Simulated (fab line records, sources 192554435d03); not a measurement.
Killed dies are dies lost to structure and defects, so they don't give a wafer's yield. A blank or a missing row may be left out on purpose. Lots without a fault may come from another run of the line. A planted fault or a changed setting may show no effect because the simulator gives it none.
fab line records | flow n5_finfet
record lots=6 wafers=18 last_day=16
route steps=1938 shown BEOL_M7@1327 BEOL_M8@1332 PASSIVATION@1936
lots that met no fault: from a run of the same line without faults
start_h: hours from the record's first day to the start of the lot's first wafer shown | wait_h: hours since the lot's step before | " the same as in the row above | L1.1+2: a row that stands for several wafers | - no value, or no start given | * or withheld: withheld | < > ~ a bound
route shown NAME@n: a module of which the file shows steps, and the number in the route of the first | usual: mean/standard deviation of fault-free wafers | same: alike in all rows | chamber/n: place in a boat | sites: the reading at each site | _std_site: their standard deviation | _edge_site: outer sites' mean less inner sites' | radius_mm: how far each site lies from the wafer's centre | mask NAME#n: copy n | behind: the tool/chamber that last shaped the wafer | hold: why the lot was held/for how many hours/how that ended | device: the transistor (n, p or np) that didn't switch | end of line: the same wafers' tests at the end of the route | a step without rows: its recipe alone | killed: dies lost to structure and defects at the first sort, not the wafer's yield | map: a wafer's dies, x killed, . not, _ none there
set.NAME: the setting as run; set.NAME@STEP: as run at that earlier step | model.NAME: the simulator's own value behind a step, which no gauge read
lots at some steps of the route; a table a step, a row a wafer
services: from which hour (start_h, from the record's first day; less than 0 if before it) a tool's chamber was out of use, for how many hours, and why
## steps
# step N5_BEOL_M7_THK_MEAS_53
# recipe thk_meas_gauge=xrf reads=Cu_of_BEOL_M7_ECD_50
# usual M7_THK=81/3.1
# columns lot.wafer tool chamber start_h wait_h M7_THK[nm]
L888.1 film_metro-02 - 210.60 - 82
L888.3 " - " " 76
L888.5 " - " " 78
L885.2 film_metro-01 - 220.93 - 81
L885.4 " - " " 81
L885.6 " - " " 80
L897.1 film_metro-01 - 271.62 - 83
L897.3 " - " " 79
L897.6 " - " " 78
L898.2 film_metro-02 - 280.81 - 77
L898.3 " - " " 77
L898.4 " - " " 84
L903.1 film_metro-02 - 312.31 - 85
L903.3 " - " " 83
L903.6 " - " " 80
L904.1 film_metro-01 - 314.62 - 76
L904.4 " - " " 79
L904.6 " - " " 85
# step N5_BEOL_M7_PRE_CLEAN_55
# recipe gas=NH3 time_s=15 temp_c=withheld rf_power_w=300
# step N5_BEOL_M7_DEP_56
# recipe material=SiCN target_thk_a=100 temp_c=withheld precursor=3MS/NH3 pressure_torr=3 rf_w=202 time_s=17.5
# usual showerhead_plenum_p_Torr=3.665/0.017 throttle_valve_pct=9.2/0.53
# columns lot.wafer tool chamber start_h wait_h showerhead_plenum_p_Torr throttle_valve_pct
L888.1 pecvd-04 1 210.66 0.0 3.635 9.5
L888.3 " 2 " " 3.651 10.0
L888.5 " 0 " " 3.661 9.1
L885.2 pecvd-03 1 220.99 0.0 3.672 9.2
L885.4 " 1 " " 3.671 9.1
L885.6 " 2 " " 3.670 8.7
L897.1 pecvd-04 0 271.68 0.0 3.650 9.0
L897.3 " 2 " " 3.656 10.1
L897.6 " 0 " " 3.656 9.0
L898.2 pecvd-04 0 280.87 0.0 3.662 9.3
L898.3 " 2 " " 3.665 10.2
L898.4 " 2 " " 3.665 10.3
L903.1 pecvd-03 1 312.37 0.0 3.668 9.5
L903.3 " 2 " " 3.672 8.1
L903.6 " 1 " " 3.675 9.4
L904.1 pecvd-04 1 314.68 0.0 3.654 9.4
L904.4 " 0 " " 3.668 9.3
L904.6 " 1 " " 3.633 9.3
# step N5_BEOL_M7_RS_MEAS_57
# recipe thk_meas_gauge=four-point-probe reads=Cu_of_BEOL_M7_ECD_50+Co_of_BEOL_M7_CVD_78+TaN_of_BEOL_M7_ALD_77
# usual M7_RS=0.290/0.013
# columns lot.wafer tool chamber start_h wait_h M7_RS[ohm/sq]
L888.1 film_metro-02 - 210.73 0.1 0.282
L888.3 " - " " 0.306
L888.5 " - " " 0.298
L885.2 film_metro-02 - 221.06 0.1 0.289
L885.4 " - " " 0.292
L885.6 " - " " 0.295
L897.1 film_metro-02 - 271.75 0.1 0.283
L897.3 " - " " 0.299
L897.6 " - " " 0.303
L898.2 film_metro-01 - 280.94 0.1 0.303
L898.3 " - " " 0.304
L898.4 " - " " 0.274
L903.1 film_metro-01 - 312.44 0.1 0.274
L903.3 " - " " 0.283
L903.6 " - " " 0.293
L904.1 film_metro-01 - 314.75 0.1 0.309
L904.4 " - " " 0.299
L904.6 " - " " 0.273
# step N5_BEOL_M7_INSPECT_58
# recipe inspect_instrument=darkfield mode=post_dep
# usual raw_defect_count=73/27
# columns lot.wafer tool chamber start_h wait_h raw_defect_count
L888.1 defect_inspect-01 - 210.76 0.0 58
L888.3 " - " " 48
L888.5 " - " " 31
L885.2 defect_inspect-01 - 221.08 0.0 49
L885.4 " - " " 57
L885.6 " - " " 42
L897.1 defect_inspect-02 - 271.77 0.0 61
L897.3 " - " " 82
L897.6 " - " " 57
L898.2 defect_inspect-02 - 280.96 0.0 66
L898.3 " - " " 86
L898.4 " - " " 66
L903.1 defect_inspect-02 - 312.46 0.0 74
L903.3 " - " " 90
L903.6 " - " " 142
L904.1 defect_inspect-01 - 314.78 0.0 55
L904.4 " - " " 131
L904.6 " - " " 185
# step N5_BEOL_M8_ILD_DEP_00
# recipe material=SiCOH_lowk target_thk_a=1797.5 temp_c=300 precursor=DEMS/porogen pressure_torr=5 rf_w=500 time_s=33.4
# usual heater_power_w=324/74 showerhead_plenum_p_Torr=5.735/0.017 throttle_valve_pct=14.1/0.81
# columns lot.wafer tool chamber start_h wait_h heater_power_w showerhead_plenum_p_Torr throttle_valve_pct
L888.1 pecvd-03 1 210.80 0.0 288 5.743 14.5
L888.3 " 0 " " 271 5.757 14.2
L888.5 " 0 " " 277 5.765 14.1
L885.2 pecvd-04 2 221.12 0.0 344 5.737 15.3
L885.4 " 0 " " 499 5.713 14.1
L885.6 " 1 " " 254 5.704 14.7
L897.1 pecvd-04 2 271.81 0.0 299 5.739 15.1
L897.3 " 1 " " 252 5.706 14.3
L897.6 " 1 " " 263 5.691 14.3
L898.2 pecvd-04 1 281.00 0.0 246 5.712 14.4
L898.3 " 0 " " 472 5.735 13.8
L898.4 " 1 " " 254 5.700 14.5
L903.1 pecvd-03 1 312.50 0.0 317 5.739 14.3
L903.3 " 0 " " 234 5.753 14.6
L903.6 " 0 " " 239 5.757 14.5
L904.1 pecvd-03 0 314.81 0.0 281 5.756 14.7
L904.4 " 0 " " 292 5.761 14.3
L904.6 " 2 " " 373 5.735 12.1
# step N5_BEOL_M8_CURE_74
# recipe temp_c=385 time_s=240 ambient=He/Ar material=SiCOH_lowk
# step N5_BEOL_M8_THK_MEAS_01
# recipe reads=SiCOH_lowk_of_BEOL_M8_ILD_DEP_00
# usual M8_ILD_THK=154.6/2.2
# columns lot.wafer tool chamber start_h wait_h M8_ILD_THK[nm]
L888.1 film_metro-02 - 211.37 0.4 151.3
L888.3 " - " " 153.6
L888.5 " - " " 156.5
L885.2 film_metro-01 - 221.70 0.4 152.3
L885.4 " - " " 155.7
L885.6 " - " " 157.4
L897.1 film_metro-02 - 272.39 0.4 153.9
L897.3 " - " " 154.2
L897.6 " - " " 157.2
L898.2 film_metro-01 - 281.58 0.4 154.0
L898.3 " - " " 153.9
L898.4 " - " " 155.2
L903.1 film_metro-02 - 313.08 0.4 152.0
L903.3 " - " " 151.6
L903.6 " - " " 153.6
L904.1 film_metro-02 - 315.52 0.4 153.7
L904.4 " - " " 156.1
L904.6 " - " " 154.8
# step N5_BEOL_M8_PECVD_70
# recipe material=SiO2 target_thk_a=200 temp_c=400 precursor=TEOS/O2 pressure_torr=5.5 rf_w=450 teos_flow_sccm=53.8 gas=O2 flow_sccm=3000 time_s=22.7
# usual heater_power_w=734/130 showerhead_plenum_p_Torr=8.77/0.071 throttle_valve_pct=22.7/1.3
# columns lot.wafer tool chamber start_h wait_h heater_power_w showerhead_plenum_p_Torr throttle_valve_pct
L888.1 pecvd-04 1 211.41 0.0 531 8.64 23.3
L888.3 " 0 " " 1053 8.74 22.3
L888.5 " 0 " " 1067 8.74 22.3
L885.2 pecvd-01 1 221.73 0.0 682 8.75 21.8
L885.4 " 1 " " 697 8.76 21.8
L885.6 " 0 " " 667 8.80 22.2
L897.1 pecvd-01 0 272.42 0.0 758 8.80 21.8
L897.3 " 2 " " 674 8.87 21.5
L897.6 " 0 " " 783 8.81 22.2
L898.2 pecvd-04 0 281.61 0.0 1039 8.76 22.0
L898.3 " 2 " " 676 8.75 24.9
L898.4 " 1 " " 613 8.62 23.2
L903.1 pecvd-04 2 313.11 0.0 763 8.76 24.9
L903.3 " 0 " " 929 8.72 22.4
L903.6 " 2 " " 797 8.74 25.1
L904.1 pecvd-04 0 315.56 0.0 1027 8.74 22.1
L904.4 " 1 " " 669 8.63 23.4
L904.6 " 2 " " 699 8.73 25.0
# step N5_BEOL_M8_HM_DEP_02
# recipe material=TiN target_thk_a=200 temp_c=25 chamber_pressure_pa=0.49996
# usual substrate_temp_c=25.01/0.11 throttle_valve_pct=29.5/0.91
# columns lot.wafer tool chamber start_h wait_h substrate_temp_c throttle_valve_pct
L888.1 pvd_sputter-01 - 213.05 1.6 25.05 29.9
L888.3 " - " " 25.17 29.8
L888.5 " - " " 25.10 27.3
L885.2 pvd_sputter-01 - 223.20 1.5 25.00 27.6
L885.4 " - " " 25.06 29.1
L885.6 " - " " 25.20 29.6
L897.1 pvd_sputter-01 - 273.23 0.8 24.91 29.3
L897.3 " - " " 25.15 29.1
L897.6 " - " " 24.87 27.6
L898.2 pvd_sputter-03 - 282.94 1.3 25.03 29.1
L898.3 " - " " 25.01 30.0
L898.4 " - " " 24.96 30.7
L903.1 pvd_sputter-01 - 314.45 1.3 24.99 29.1
L903.3 " - " " 24.97 27.3
L903.6 " - " " 25.10 29.8
L904.1 pvd_sputter-03 - 317.58 2.0 25.19 30.8
L904.4 " - " " 25.02 30.1
L904.6 " - " " 25.08 28.9
# step N5_BEOL_M8_COAT_59
# recipe resist=SOC temp_c=250 time_s=60 spin_rpm=1500 resist_thk_nm=100
# step N5_BEOL_M8_COAT_60
# recipe resist=SiARC temp_c=220 time_s=60 spin_rpm=1500 resist_thk_nm=35
# step N5_BEOL_M8_COAT_05
# recipe resist=CAR-ArF spin_rpm=1500 resist_thk_nm=90
# usual exhaust_pa=44.9/0.86 spin_speed_rpm=1500.1/0.98
# columns lot.wafer tool chamber start_h wait_h exhaust_pa spin_speed_rpm model.CAR-ArF_of_BEOL_M8_COAT_05.thk_nm
L888.1 litho_track-01 0 213.19 - 46.5 1500.3 89.8
L888.3 " 0 " " 45.1 1501.6 89.8
L888.5 " 0 " " 46.2 1500.8 90.2
L885.2 litho_track-03 0 223.35 - 44.3 1501.0 90
L885.4 " 0 " " 43.6 1500.4 90
L885.6 " 0 " " 44.4 1499.5 90.2
L897.1 litho_track-04 0 273.36 - 44.1 1340.4 95.4
L897.3 " 0 " " 43.8 1338.4 95.6
L897.6 " 0 " " 43.5 1339.0 95.4
L898.2 litho_track-04 0 283.07 - 44.0 1339.5 95.4
L898.3 " 0 " " 44.5 1341.7 95.6
L898.4 " 0 " " 45.4 1338.7 95.6
L903.1 litho_track-01 0 314.58 - 44.7 1500.2 89.8
L903.3 " 0 " " 43.3 1497.7 89.8
L903.6 " 0 " " 45.1 1500.3 90
L904.1 litho_track-01 0 317.71 - 44.3 1500.0 90
L904.4 " 0 " " 44.4 1501.0 90
L904.6 " 0 " " 44.9 1500.7 89.8
# step N5_BEOL_M8_EBR_07
# recipe solvent=PGMEA ebr_width_mm=1.5
# step N5_BEOL_M8_SOFTBAKE_06
# recipe temp_c=110 time_s=60 resist=CAR-ArF
# step N5_BEOL_M8_EXPOSE_08
# recipe mask_id=M8 na=1.35 source_shape=dipole sigma_inner=0.817 sigma_outer=0.97 polarization=te dose_mj=68.25
# step N5_BEOL_M8_PEB_09
# recipe peb_temp_c=withheld peb_time_s=60 resist=CAR-ArF
# step N5_BEOL_M8_DEVELOP_10
# recipe develop_time_s=30 developer=TMAH resist=CAR-ArF rinse_liquid=diw dry=air_spin dev_temp_c=23
# step N5_BEOL_M8_CD_MEAS_11
# recipe target_cd_nm=38.5 landing_energy_ev=500 detector=se_inlens polarity=opening
# usual cd_nm=38.1/0.7
# columns lot.wafer tool chamber start_h wait_h cd_nm
L888.1 cd_sem-03 0 213.43 - 37.3
L888.3 " 0 " " 37.9
L888.5 " 0 " " 38.2
L885.2 cd_sem-02 0 223.59 - 37.3
L885.4 " 0 " " 36.9
L885.6 " 0 " " 37.7
L897.1 cd_sem-03 0 273.72 - 38.1
L897.3 " 0 " " 38.3
L897.6 " 0 " " 38.2
L898.2 cd_sem-01 0 283.44 - 37.4
L898.3 " 0 " " 37.1
L898.4 " 0 " " 38.3
L903.1 cd_sem-01 0 314.95 - 37.6
L903.3 " 0 " " 37.4
L903.6 " 0 " " 36.7
L904.1 cd_sem-02 0 318.09 - 38.4
L904.4 " 0 " " 38.7
L904.6 " 0 " " 38.8
# step N5_BEOL_M8_OVL_MEAS_12
# recipe points_per_wafer=44
# usual M8_OVL=-0.1/0.72
# columns lot.wafer tool chamber start_h wait_h M8_OVL[nm]
L888.1 overlay-01 0 213.46 0.0 0.9
L888.3 " 0 " " 0.3
L888.5 " 0 " " 1.1
L885.2 overlay-02 0 223.62 0.0 -0.2
L885.4 " 0 " " -1.2
L885.6 " 0 " " 0.3
L897.1 overlay-01 0 273.75 0.0 -1.0
L897.3 " 0 " " -0.6
L897.6 " 0 " " 0.0
L898.2 overlay-01 0 283.47 0.0 0.0
L898.3 " 0 " " -0.4
L898.4 " 0 " " -0.1
L903.1 overlay-01 0 314.98 0.0 -1.3
L903.3 " 0 " " -1.1
L903.6 " 0 " " 0.2
L904.1 overlay-02 0 318.12 0.0 -0.8
L904.4 " 0 " " -1.0
L904.6 " 0 " " -0.5
# step N5_BEOL_M8_INSPECT_13
# recipe mode=adi inspect_instrument=brightfield
# usual raw_defect_count=426/100
# columns lot.wafer tool chamber start_h wait_h raw_defect_count
L888.1 defect_inspect-01 - 213.48 0.0 311
L888.3 " - " " 237
L888.5 " - " " 294
L885.2 defect_inspect-02 - 223.64 0.0 306
L885.4 " - " " 293
L885.6 " - " " 422
L897.1 defect_inspect-02 - 273.78 0.0 231
L897.3 " - " " 384
L897.6 " - " " 250
L898.2 defect_inspect-02 - 283.49 0.0 494
L898.3 " - " " 556
L898.4 " - " " 539
L903.1 defect_inspect-02 - 315.00 0.0 501
L903.3 " - " " 429
L903.6 " - " " 489
L904.1 defect_inspect-02 - 318.14 0.0 442
L904.4 " - " " 507
L904.6 " - " " 585
# step N5_BEOL_M8_DESCUM_16
# recipe chemistry=O2 time_s=7.9 source_power_w=50 bias_power_w=20 pressure_mtorr=20 rf_frequency_hz=2.712e+07 temp_c=40 resist=CAR-ArF o2_flow_sccm=225
# step N5_BEOL_M8_ETCH_61
# recipe chemistry=CF4 target=SiARC target_depth_a=455 mask_material=CAR-ArF time_s=75.8 ion_energy_ev=80 pressure_mtorr=40 source_w=545 bias_w=36 Ar_flow_sccm=100 cf4_flow_sccm=100 ends=cleared
# usual drypump_motor_current_A=5.5/0.52 etch_rf_on_time_s=76.7/2.6 mfc_ar_sccm=100.0/0.3 oes_product_au=0.71/0.072 rf_vpp_V=183.9/0.89 showerhead_plenum_p_Torr=2.13/0.045 throttle_valve_pct=15.60/0.2
# columns lot.wafer tool chamber start_h wait_h drypump_motor_current_A etch_rf_on_time_s mfc_ar_sccm oes_product_au rf_hours_counter_h rf_vpp_V showerhead_plenum_p_Torr throttle_valve_pct model.CAR-ArF_of_BEOL_M8_COAT_05.thk_nm
L888.1 rie_diel-06 1 213.55 0.0 5.9 78.7 99.9 0.56 245 184.3 2.11 16.04 51
L888.3 " 2 " " 4.7 74.1 99.5 0.80 8 183.5 2.11 15.53 51
L888.5 " 1 " " 5.8 79.6 100.2 0.55 - 183.7 2.11 16.03 51.4
L885.2 rie_diel-05 0 224.90 0.0 5.9 75.1 100.2 0.73 60 184.4 2.10 15.71 50.8
L885.4 " 3 " " 6.1 81.5 100.0 0.58 - 184.4 2.12 15.86 51
L885.6 " 1 " " 5.1 77.7 100.6 0.71 - 186.2 2.16 15.40 51.2
L897.1 rie_diel-03 0 274.02 0.0 6.3 79.3 100.6 0.75 36 184.3 2.12 15.74 56.4
L897.3 " 1 " " 5.9 74.8 99.7 0.73 51 183.4 2.07 15.45 56.6
L897.6 " 3 " " 5.5 80.0 100.2 0.75 - 184.3 2.18 15.49 56.4
L898.2 rie_diel-03 2 283.56 0.0 5.8 75.3 100.7 0.72 82 183.5 2.15 15.33 56.2
L898.3 " 3 " " 5.5 79.7 99.5 0.75 24 184.0 2.18 15.50 56.6
L898.4 " 2 " " 5.7 75.1 100.2 0.72 - 186.2 2.15 15.32 56.4
L903.1 rie_diel-06 0 315.18 0.0 5.2 73.3 100.1 0.72 85 184.3 2.18 15.40 50.4
L903.3 " 1 " " 5.9 79.8 100.4 0.77 21 181.8 2.10 15.60 50.6
L903.6 " 0 " " 5.3 73.0 100.1 0.72 - 185.1 2.18 15.38 50.6
L904.1 rie_diel-06 2 318.44 0.0 4.7 74.2 99.8 0.74 45 183.3 2.10 15.60 51
L904.4 " 0 " " 5.3 73.3 100.2 0.71 - 183.9 2.18 15.40 50.8
L904.6 " 1 " " 5.9 79.2 100.3 0.76 - 182.9 2.10 15.60 51
# step N5_BEOL_M8_ETCH_62
# recipe chemistry=N2/H2 target=SOC target_depth_a=1100 overetch_a=220 mask_material=SiARC temp_c=40 time_s=165 ion_energy_ev=200 pressure_mtorr=30 source_w=840 bias_w=150 n2_flow_sccm=200 h2_flow_sccm=200
# usual drypump_motor_current_A=5.5/0.53 oes_product_au=0.71/0.07 rf_vpp_V=523.4/1.7 showerhead_plenum_p_Torr=2.52/0.067 throttle_valve_pct=17.81/0.17
# columns lot.wafer tool chamber start_h wait_h drypump_motor_current_A oes_product_au rf_hours_counter_h rf_vpp_V showerhead_plenum_p_Torr throttle_valve_pct
L888.1 rie_diel-06 1 213.61 0.0 5.9 0.57 246 524.4 2.47 18.04
L888.3 " 2 " " 4.7 0.80 8 521.3 2.48 17.65
L888.5 " 1 " " 5.9 0.57 - 522.3 2.47 18.05
L885.2 rie_diel-05 0 224.96 0.0 5.9 0.71 60 521.2 2.45 17.68
L885.4 " 3 " " 6.1 0.60 - 523.2 2.53 18.18
L885.6 " 1 " " 5.1 0.71 - 525.9 2.58 17.64
L897.1 rie_diel-03 3 274.07 0.0 5.5 0.77 20 526.2 2.62 17.98
L897.3 " 1 " " 5.9 0.73 51 524.1 2.46 17.69
L897.6 " 0 " " 6.3 0.75 - 523.3 2.49 17.90
L898.2 rie_diel-03 2 283.62 0.0 5.8 0.71 82 524.4 2.59 17.98
L898.3 " 3 " " 5.5 0.76 24 525.4 2.62 17.99
L898.4 " 2 " " 5.8 0.71 - 524.4 2.59 17.98
L903.1 rie_diel-06 0 315.23 0.0 5.2 0.70 85 524.9 2.58 17.68
L903.3 " 1 " " 5.9 0.78 21 523.2 2.46 17.68
L903.6 " 0 " " 5.3 0.69 - 524.4 2.58 17.70
L904.1 rie_diel-06 2 318.49 0.0 4.7 0.72 46 523.0 2.47 17.73
L904.4 " 0 " " 5.2 0.69 - 524.1 2.58 17.69
L904.6 " 1 " " 5.9 0.78 - 523.9 2.46 17.68
# step N5_PASSIVATION_PROBE_49
# usual defect_limited_yield=91.3/1.4 killed_at_M0_to_M3=32/9.5 killed_at_M4_up=14/5.2 killed_at_contacts=13/5.7 killed_at_front_end=41/12 killed_at_other=3.5/2.6 killed_dies=103/17 killed_on_rim=14/4 killed_open=68/14 killed_short=32/7 sort_bin_5_function=5.0/0.91 sort_bin_6_memory=3.3/0.7 sort_bin_8_speed=0.03/0.22 sort_n_pass=1076/17 sort_yield_pct=91.2/1.4
# same gross_dies=1180 killed_at_back_side=0 sort_bin_4_leakage[%]=0
# columns lot.wafer tool chamber start_h wait_h defect_limited_yield[%] killed_at_M0_to_M3 killed_at_M4_up killed_at_contacts killed_at_front_end killed_at_other killed_dies killed_on_rim killed_open killed_short sort_bin_5_function[%] sort_bin_6_memory[%] sort_bin_8_speed[%] sort_n_pass sort_yield_pct[%]
L888.1 prober-02 - 279.24 0.0 92.4 38 13 7 30 2 90 13 54 34 4.3 2.8 0 1090 92.4
L888.3 prober-02 - 279.34 0.1 91.4 29 12 8 51 2 102 12 61 41 4.2 3.7 0 1078 91.4
L888.5 prober-02 - 279.44 0.2 88.4 45 20 4 66 2 137 19 94 39 6.2 4.7 0 1043 88.4
L885.2 prober-02 - 289.76 0.1 91.6 26 18 16 33 6 99 14 68 30 5.3 3.0 0 1081 91.6
L885.4 prober-02 - 289.86 0.2 87.5 44 19 32 47 5 147 18 94 51 7.6 4.4 0 1033 87.5
L885.6 prober-02 - 289.96 0.3 90.5 35 16 23 37 1 112 16 78 34 5.7 3.6 0 1068 90.5
L897.1 prober-01 - 341.68 0.0 90.9 27 14 11 53 2 107 17 65 36 5.4 2.9 0 1073 90.9
L897.3 prober-01 - 341.78 0.1 89.3 37 13 16 56 4 126 15 82 44 6.1 4.4 0 1054 89.3
L897.6 prober-01 - 341.93 0.3 92.8 30 9 16 24 6 85 11 61 23 4.4 2.5 0 1095 92.8
L898.2 prober-01 - 355.56 0.1 91.2 42 10 15 36 1 104 16 63 41 5.1 3.4 0 1076 91.2
L898.3 prober-01 - 355.61 0.1 91.7 34 9 10 40 5 98 13 67 30 5.4 2.7 0 1082 91.7
L898.4 prober-01 - 355.66 0.2 90.3 43 13 9 47 2 114 15 70 42 6.0 3.5 0 1066 90.3
L903.1 prober-01 - 373.19 0.0 93.1 25 9 1 34 12 81 20 48 24 3.5 2.6 0 1099 93.1
L903.3 prober-01 - 373.29 0.1 89.0 40 14 20 51 5 130 13 94 34 7.3 3.3 0 1050 89.0
L903.6 prober-01 - 373.44 0.3 93.4 21 11 8 33 5 78 9 48 28 3.9 2.3 0.17 1100 93.2
L904.1 prober-01 - 389.90 0.0 91.0 47 7 10 37 5 106 12 71 32 5.1 3.6 0 1074 91.0
L904.4 prober-01 - 390.05 0.2 89.7 33 28 17 36 7 121 16 85 34 5.6 4.0 0 1059 89.7
L904.6 prober-01 - 390.15 0.3 90.0 40 18 9 47 4 118 18 73 41 6.1 3.7 0 1062 90.0
# killed by level:class
L888.1 BEOL_M0_SAQP:geometric_particle:short=11 BEOL_M2:geometric_particle:open=9 BEOL_M3:geometric_particle:open=8 MOL_CONTACT_COAG:geometric_particle:open=7 FIN_SAQP:geometric_particle:open=6 FIN_SAQP:geometric_particle:short=5 STI_FIN_REVEAL:geometric_particle:open=3 ILD0:geometric_particle:short=3
L888.3 FIN_SAQP:geometric_particle:open=15 GATE_CUT:geometric_particle:short=11 BEOL_M0_SAQP:geometric_particle:open=8 BEOL_M0_SAQP:geometric_particle:short=8 BEOL_M3:geometric_particle:open=8 MOL_CONTACT_COAG:geometric_particle:open=7 BEOL_M4:geometric_particle:open=6 FIN_CUT:geometric_particle:short=4
L888.5 FIN_SAQP:geometric_particle:open=17 STI_FIN_REVEAL:geometric_particle:open=12 BEOL_M0_SAQP:geometric_particle:open=12 BEOL_M3:geometric_particle:open=10 DUMMY_GATE:geometric_particle:open=9 FIN_SAQP:geometric_particle:short=8 GATE_CUT:geometric_particle:short=7 BEOL_M0_SAQP:geometric_particle:short=7
L885.2 MOL_CONTACT_COAG:geometric_particle:open=11 BEOL_M4:geometric_particle:open=7 STI_FIN_REVEAL:geometric_particle:open=5 DUMMY_GATE:geometric_particle:open=5 BEOL_M3:geometric_particle:open=5 MOL_CONTACT_COAG:geometric_particle:short=5 BEOL_M3:geometric_particle:short=5 BEOL_M0:geometric_particle:open=4
L885.4 MOL_CONTACT_COAG:geometric_particle:open=21 STI_FIN_REVEAL:geometric_particle:open=11 MOL_CONTACT_COAG:geometric_particle:short=11 BEOL_M3:geometric_particle:open=11 BEOL_M4:geometric_particle:open=10 BEOL_M0_SAQP:geometric_particle:short=9 FIN_SAQP:geometric_particle:open=7 BEOL_M2:geometric_particle:open=7
L885.6 MOL_CONTACT_COAG:geometric_particle:open=19 STI_FIN_REVEAL:geometric_particle:open=13 BEOL_M3:geometric_particle:open=8 FIN_SAQP:geometric_particle:open=7 BEOL_M1:geometric_particle:open=6 BEOL_M4:geometric_particle:open=6 FIN_SAQP:geometric_particle:short=5 GATE_CUT:geometric_particle:short=4
L897.1 FIN_SAQP:geometric_particle:open=14 MOL_CONTACT_COAG:geometric_particle:open=10 BEOL_M0:geometric_particle:open=10 GATE_CUT:geometric_particle:short=9 BEOL_M1:geometric_particle:open=8 FIN_SAQP:geometric_particle:short=8 BEOL_M4:geometric_particle:open=7 HKMG_FIN:area_etch=6
L897.3 FIN_SAQP:geometric_particle:open=18 MOL_CONTACT_COAG:geometric_particle:open=12 FIN_SAQP:geometric_particle:short=9 GATE_CUT:geometric_particle:short=9 BEOL_M1:geometric_particle:open=9 BEOL_M0_SAQP:geometric_particle:open=6 BEOL_M3:geometric_particle:open=5 BEOL_M4:geometric_particle:open=5
L897.6 MOL_CONTACT_COAG:geometric_particle:open=16 BEOL_M2:geometric_particle:open=7 FIN_SAQP:geometric_particle:open=6 GATE_CUT:geometric_particle:short=5 BEOL_M0_SAQP:geometric_particle:short=5 BEOL_M1:geometric_particle:open=5 DUMMY_GATE:geometric_particle:open=3 BEOL_M0:geometric_particle:open=3
L898.2 MOL_CONTACT_COAG:geometric_particle:open=9 STI_FIN_REVEAL:geometric_particle:open=9 BEOL_M2:geometric_particle:open=9 BEOL_M3:geometric_particle:open=8 BEOL_M3:geometric_particle:short=7 FIN_SAQP:geometric_particle:open=6 FIN_SAQP:geometric_particle:short=6 MOL_CONTACT_COAG:geometric_particle:short=6
L898.3 STI_FIN_REVEAL:geometric_particle:open=12 MOL_CONTACT_COAG:geometric_particle:open=9 FIN_SAQP:geometric_particle:open=8 BEOL_M2:geometric_particle:open=8 FIN_SAQP:geometric_particle:short=7 BEOL_M3:geometric_particle:open=6 BEOL_M1:geometric_particle:open=6 BEOL_M0_SAQP:geometric_particle:short=4
L898.4 FIN_SAQP:geometric_particle:open=12 BEOL_M1:geometric_particle:open=11 BEOL_M2:geometric_particle:open=10 FIN_SAQP:geometric_particle:short=8 BEOL_M3:geometric_particle:open=6 ILD0:geometric_particle:short=5 MOL_CONTACT_COAG:geometric_particle:open=5 BEOL_M0_SAQP:geometric_particle:short=5
L903.1 STI_FIN_REVEAL:geometric_particle:open=8 HKMG_FIN:area_etch=7 BEOL_M2:geometric_particle:open=6 MIM_TOP_ETCH:geometric_particle:short=5 FIN_SAQP:geometric_particle:open=4 BEOL_M0_SAQP:geometric_particle:short=4 BEOL_M1:geometric_particle:open=4 BEOL_M3:geometric_particle:open=4
L903.3 MOL_CONTACT_COAG:geometric_particle:open=17 FIN_SAQP:geometric_particle:open=16 FIN_SAQP:geometric_particle:short=10 BEOL_M0_SAQP:geometric_particle:open=10 BEOL_M0_SAQP:geometric_particle:short=9 STI_FIN_REVEAL:geometric_particle:open=8 BEOL_M2:geometric_particle:open=8 BEOL_M3:geometric_particle:open=4
L903.6 FIN_SAQP:geometric_particle:open=8 MOL_CONTACT_COAG:geometric_particle:open=7 BEOL_M2:geometric_particle:open=7 BEOL_M1:geometric_particle:open=6 FIN_SAQP:geometric_particle:short=5 STI_FIN_REVEAL:geometric_particle:open=5 GATE_CUT:geometric_particle:short=4 BEOL_M0_SAQP:geometric_particle:short=4
L904.1 BEOL_M2:geometric_particle:open=16 BEOL_M0_SAQP:geometric_particle:open=12 FIN_SAQP:geometric_particle:open=9 STI_FIN_REVEAL:geometric_particle:open=8 MOL_CONTACT_COAG:geometric_particle:open=8 BEOL_M0_SAQP:geometric_particle:short=6 FIN_SAQP:geometric_particle:short=5 STARTING-WAFER:geometric_particle:short=4
L904.4 MOL_CONTACT_COAG:geometric_particle:open=15 BEOL_M2:geometric_particle:open=13 FIN_SAQP:geometric_particle:short=10 BEOL_M4:geometric_particle:open=10 BEOL_M0_SAQP:geometric_particle:short=7 BEOL_M0_SAQP:geometric_particle:open=6 BEOL_M5:geometric_particle:open=6 FIN_SAQP:geometric_particle:open=5
L904.6 MOL_CONTACT_COAG:geometric_particle:open=9 BEOL_M2:geometric_particle:open=9 FIN_SAQP:geometric_particle:open=8 STI_FIN_REVEAL:geometric_particle:open=8 FIN_SAQP:geometric_particle:short=7 BEOL_M3:geometric_particle:open=7 BEOL_M4:geometric_particle:open=7 BEOL_M0_SAQP:geometric_particle:short=6
## services
# columns tool chamber start_h hours kind
pecvd-03 1 189.52 2.1 scheduled_down
rie_diel-03 3 205.74 - clean
rie_diel-03 3 205.74 - consumable_replace:focus_ring
rie_diel-03 3 205.74 18.8 scheduled_down
rie_diel-03 3 205.74 18.8 vent_cycle
pecvd-03 - 205.77 3.3 repair
rie_diel-03 0 218.61 7.7 repair
rie_diel-06 - 223.44 14.6 pm
pecvd-01 - 227.49 1.4 repair
rie_diel-05 - 229.22 0.1 repair
pecvd-03 2 231.16 2.1 scheduled_down
pecvd-03 2 233.29 - clean
pecvd-03 2 233.29 - consumable_replace:showerhead
pecvd-03 2 233.29 29.0 scheduled_down
pecvd-03 2 233.29 29.0 vent_cycle
rie_diel-06 1 242.74 - clean
rie_diel-06 1 242.74 - consumable_replace:focus_ring
rie_diel-06 1 242.74 21.2 scheduled_down
rie_diel-06 1 242.74 21.2 vent_cycle
pecvd-04 0 247.73 2.1 scheduled_down
pecvd-04 1 292.16 6.6 repair
rie_diel-06 3 296.00 - clean
rie_diel-06 3 296.00 - consumable_replace:focus_ring
pecvd-03 - 300.66 0.8 pm
## key
first_sign step=N5_BEOL_M8_COAT_05 reading=spin_speed_rpm direction=down sigmas=99+ usual=* struck=*
effect none on later readings
model_effect step=N5_BEOL_M8_COAT_05 value=CAR-ArF_of_BEOL_M8_COAT_05.thk_nm without=90.27 struck=95.5
model_effect step=N5_BEOL_M8_ETCH_61 value=CAR-ArF_of_BEOL_M8_COAT_05.thk_nm without=51.07 struck=56.43
met_at N5_BEOL_M8_COAT_05
struck_wafers L897.1,L897.3,L897.6,L898.2,L898.3,L898.4
fault kind=process_parameter_drift tool=litho_track-04 chamber=- onset_h=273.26 steps=N5_BEOL_M8_COAT_05 channel=spin_rpm offset=* shape=step end_h=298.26 acts_in=* stated=*
